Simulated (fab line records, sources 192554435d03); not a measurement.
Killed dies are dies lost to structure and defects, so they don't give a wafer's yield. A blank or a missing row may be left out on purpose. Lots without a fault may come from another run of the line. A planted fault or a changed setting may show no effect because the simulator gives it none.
Comparing a struck lot with a sound one | flow n5 finfet | 36 steps out of a route of 1938
Sound: these wafers, L213.1, L213.2, L213.4. Struck: wafer L222.3. (L222.2, L222.5 of the same lot were not struck and are left out.) The cause comes at the end.
For every step that has rows: the tool of each side, followed by ch and its chambers, followed by its first start. Under that, the readings that differ: sound wafers | struck wafers | difference of the means | sigmas: that difference in standard deviations of wafers without a fault.
alike: same words and numbers on both sides, and readings whose means sit less than 2 such deviations apart. not compared: any withheld reading, any reading some wafer has no value for, any bound like >300 that may hide the same value, and any number with overlapping values for which the record gives no deviation.
A row with sigmas, a row that says differs or no value, or rows on one side alone: a step with any of these is where the two part. Numbers that don't overlap but have no deviation are shown without sigmas and don't part them. A reading missing from all wafers of one side parts the sides only when that side holds two or more wafers.

first, 9 steps without rows for these wafers: N5_BEOL_M5_ANNEAL_89 (time 1800 s); N5_BEOL_M5_SPUTTER_90 (material Cu, target thk 4.5 nm, time 8.29 s); N5_BEOL_M5_ECD_50 (material Cu, target thk 300 nm); N5_BEOL_M5_ANNEAL_51 (time 90 s); N5_BEOL_M5_CMP_52 (polishes, stops on SiCOH lowk, t overpolish 6.9 s, target thk 62 nm); N5_BEOL_M5_PRE_CLEAN_77 (time 15 s); N5_BEOL_M5_CO_CAP_78 (material Co, precursor CCTBA/H2, target thk 2 nm, time 102.1 s); N5_BEOL_M5_PRE_CLEAN_55 (time 15 s); N5_BEOL_M5_DEP_56 (deposits SiCN from 3MS/NH3, target thk 8 nm, time 14 s).
N5_BEOL_M6_ILD_DEP_00: deposits SiCOH lowk from DEMS/porogen, target thk 179.75 nm, time 33.4 s.
  sound on pecvd-02 ch 0,2, day 9 10:39; struck on pecvd-02 ch 2, day 11 19:46
  reading                                            | sound             | struck | difference | sigmas
  model.SiCOH_lowk_of_BEOL_M6_ILD_DEP_00.thk nm (nm) | 176.4 177.4 179.4 | 151.6  | -26.1      |
  alike: heater power w, showerhead plenum p Torr, throttle valve pct
then, 1 step without rows for these wafers: N5_BEOL_M6_CURE_74 (cures SiCOH lowk, time 240 s).
N5_BEOL_M6_THK_MEAS_01:
  sound: film metro-01 at day 9 11:13; struck: film metro-01 at day 11 20:20
  reading         | sound             | struck | difference | sigmas
  M6_ILD_THK (nm) | 152.1 152.8 154.8 | 130.6  | -22.6      | -12
then, 23 steps without rows for these wafers: N5_BEOL_M6_PECVD_70 (deposits SiO2 from TEOS/O2, target thk 20 nm, time 22.7 s); N5_BEOL_M6_HM_DEP_02 (deposits TiN, target thk 20 nm); N5_BEOL_M6_COAT_59 (time 60 s, resist thk 100 nm); N5_BEOL_M6_COAT_60 (time 60 s, resist thk 35 nm); N5_BEOL_M6_COAT_05 (resist thk 90 nm); N5_BEOL_M6_EBR_07; N5_BEOL_M6_SOFTBAKE_06 (time 60 s); N5_BEOL_M6_EXPOSE_08 (exposes mask M6); N5_BEOL_M6_PEB_09 (peb time 60 s); N5_BEOL_M6_DEVELOP_10 (develop time 30 s); N5_BEOL_M6_DESCUM_16 (chemistry O2, time 7.9 s); N5_BEOL_M6_ETCH_61 (etches SiARC in CF4, target depth 45.5 nm, time 75.8 s); N5_BEOL_M6_ETCH_62 (etches SOC in N2/H2, target depth 110 nm, overetch 22 nm, time 165 s); N5_BEOL_M6_STRIP_68 (strips in N2/H2); N5_BEOL_M6_STRIP_67 (strips in CF4); N5_BEOL_M6_HM_OPEN_17 (chemistry Cl2/BCl3, target TiN, target depth 20 nm, overetch 6 nm); N5_BEOL_M6_STRIP_19 (strips in O2); N5_BEOL_M6_COAT_63 (time 60 s, resist thk 60 nm); N5_BEOL_M6_COAT_64 (time 60 s, resist thk 12 nm); N5_BEOL_M6_COAT_71 (time 60 s, resist thk 5 nm); N5_BEOL_M6_COAT_22 (resist thk 30 nm); N5_BEOL_M6_EBR_24; N5_BEOL_M6_SOFTBAKE_23 (time 60 s).
N5_BEOL_M6_CMP_52: polishes, stops on SiCOH lowk, t overpolish 6.9 s, target thk 80 nm.
  sound on cmp-01 ch 1,2,3, day 9 21:13; struck on cmp-04 ch 3, day 12 05:50
  reading                                            | sound             | struck | difference | sigmas
  model.SiCOH_lowk_of_BEOL_M6_ILD_DEP_00.thk nm (nm) | 149.2 149.8 151.6 | 127.6  | -22.6      |
  alike: motor current A, platen rpm

WHERE THEY PART
Within this record, at N5_BEOL_M6_THK_MEAS_01 only. Later steps at which nothing parts them and some readings are alike: N5_BEOL_M6_CMP_52.

WHY: what the simulator had put in
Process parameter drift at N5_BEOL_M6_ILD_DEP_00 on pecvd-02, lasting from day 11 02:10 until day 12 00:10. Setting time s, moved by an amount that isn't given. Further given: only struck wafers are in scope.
